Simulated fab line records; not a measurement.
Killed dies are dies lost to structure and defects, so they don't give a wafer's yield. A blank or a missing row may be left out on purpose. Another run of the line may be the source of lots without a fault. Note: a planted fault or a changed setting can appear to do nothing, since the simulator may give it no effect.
Split-lot trial    flow n5 finfet    on a route of 1938 steps: 7 lots, 39 wafers read

## ON THE SPLIT
At N5_GATE_CUT_ETCH_37 (etches SOC in N2/H2, target depth 60 nm, overetch 12 nm, time 90 s), the setting bias w was moved away from the recipe's 150 W on 15 of the 39 wafers read, by -15.9% to +7.0%. All remaining wafers had this setting at the recipe value.

The reading comes from the split's own step.

## THE READING
rf vpp V, in V, at N5_GATE_CUT_ETCH_37 (etches SOC in N2/H2, target depth 60 nm, overetch 12 nm, time 90 s). On this fab line, fault-free wafers typically give 523.5 V with a standard deviation of 2.8 V.

wafer   tool, chamber at the split  bias w as run, W  against the recipe  rf vpp V, V  against lot-mates on the recipe
L074.1  rie diel-03, 3              126.2             -15.9%              473.3        -52.6
L074.2  rie diel-03, 1              126.2             -15.9%              468.5        -57.4
L074.3  rie diel-03, 0              150               recipe              529.0        -
L074.4  rie diel-03, 2              150               recipe              521.2        -
L074.5  rie diel-03, 3              150               recipe              527.5        -
L074.6  rie diel-03, 0              126.2             -15.9%              473.1        -52.8
L081.1  rie diel-02, 1              150               recipe              521.1        -
L081.2  rie diel-02, 3              150               recipe              520.8        -
L081.3  rie diel-02, 0              150               recipe              526.3        -
L081.4  rie diel-02, 2              150               recipe              521.7        -
L081.5  rie diel-02, 3              150               recipe              520.5        -
L081.6  rie diel-02, 2              150               recipe              522.8        -
L089.1  rie diel-02, 1              150               recipe              521.0        -
L089.2  rie diel-02, 3              150               recipe              522.2        -
L089.3  rie diel-02, 2              150               recipe              522.5        -
L089.4  rie diel-02, 1              160.5             +7.0%               543.4        +21.5
L089.5  rie diel-02, 2              160.5             +7.0%               543.4        +21.5
L089.6  rie diel-02, 3              160.5             +7.0%               543.1        +21.2
L090.2  rie diel-03, 1              150               recipe              524.3        -
L090.4  rie diel-03, 2              150               recipe              521.9        -
L090.6  rie diel-03, 0              150               recipe              527.7        -
L092.1  rie diel-02, 1              150               recipe              521.3        -
L092.2  rie diel-02, 2              142               -5.3%               504.7        -17.7
L092.3  rie diel-02, 0              150               recipe              525.1        -
L092.4  rie diel-02, 3              142               -5.3%               501.7        -20.7
L092.5  rie diel-02, 3              150               recipe              520.9        -
L092.6  rie diel-02, 2              142               -5.3%               503.8        -18.6
L093.1  rie diel-03, 0              150               recipe              526.5        -
L093.2  rie diel-03, 2              135.5             -9.7%               488.2        -37.1
L093.3  rie diel-03, 3              135.5             -9.7%               493.2        -32.1
L093.4  rie diel-03, 1              150               recipe              524.6        -
L093.5  rie diel-03, 2              135.5             -9.7%               488.3        -37.0
L093.6  rie diel-03, 1              150               recipe              524.7        -
L095.1  rie diel-05, 0              150               recipe              522.7        -
L095.2  rie diel-05, 3              150               recipe              523.7        -
L095.3  rie diel-05, 2              150               recipe              521.1        -
L095.4  rie diel-05, 1              129.1             -13.9%              477.1        -45.4
L095.5  rie diel-05, 0              129.1             -13.9%              476.5        -46.0
L095.6  rie diel-05, 1              129.1             -13.9%              476.7        -45.8

THE FIT
A straight line over all 39 wafers: rf vpp V changes by +3.27 V for each +1% of bias w; r = +0.99; the points scatter about the line by 2.5 V.
The same after taking each lot's own level away (the mean of its wafers on the recipe; 39 wafers): +3.36 V for each +1%; r = +1.00; scatter 2.1 V.
The reading moves by 53 V for the largest change in bias w, on that fit.
From 521.90 to 525.90 V: that is the span of the lots' own levels, equal to 1.4 times the standard deviation above.
The two slopes agree, so the slope changes little with the lot-to-lot level.
Check: with one of the wafers moved furthest among these (-15.9%) left out of the fit, the line predicts -54 V for it against its lot-mates. Against them it came out at -52.6 V.
Tool readings at the split's step, against how far the setting was moved: rf vpp V r = +0.99.

## OTHER SPLITS ON THESE WAFERS
These wafers also went through other splits before the reading. Each is held against what the fit with the lots' levels taken away leaves over:
other split on the same wafers      wafers away from the commonest value  r with rf vpp V (lot level and that fit taken away)
N5_FIN_SAQP_MANDREL_ETCH_22 icp w   15                                    +0.24
N5_HKMG_FIN_ETCH_35 time s          15                                    +0.03
N5_GATE_CUT_ETCH_56 target depth a  15                                    +0.02

## THE WHOLE CHAIN: every reading that the file lists as answering this split, in the file's order
step                 what it does                                                        reading                                                                            change (the file's fit)               r (the file's)
N5_GATE_CUT_ETCH_37  etches SOC in N2/H2, target depth 60 nm, overetch 12 nm, time 90 s  rf vpp V                                                                           +3.39 V for each +1% of the setting   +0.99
N5_GATE_CUT_ETCH_37  etches SOC in N2/H2, target depth 60 nm, overetch 12 nm, time 90 s  SiARC_of_GATE_CUT_COAT_35.thk nm (the simulator's own value, which no gauge read)  -0.05 nm for each +1% of the setting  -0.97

## FILE'S OWN FIT
rf vpp V changes by +3.39 V for each +1% of bias w, r = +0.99.
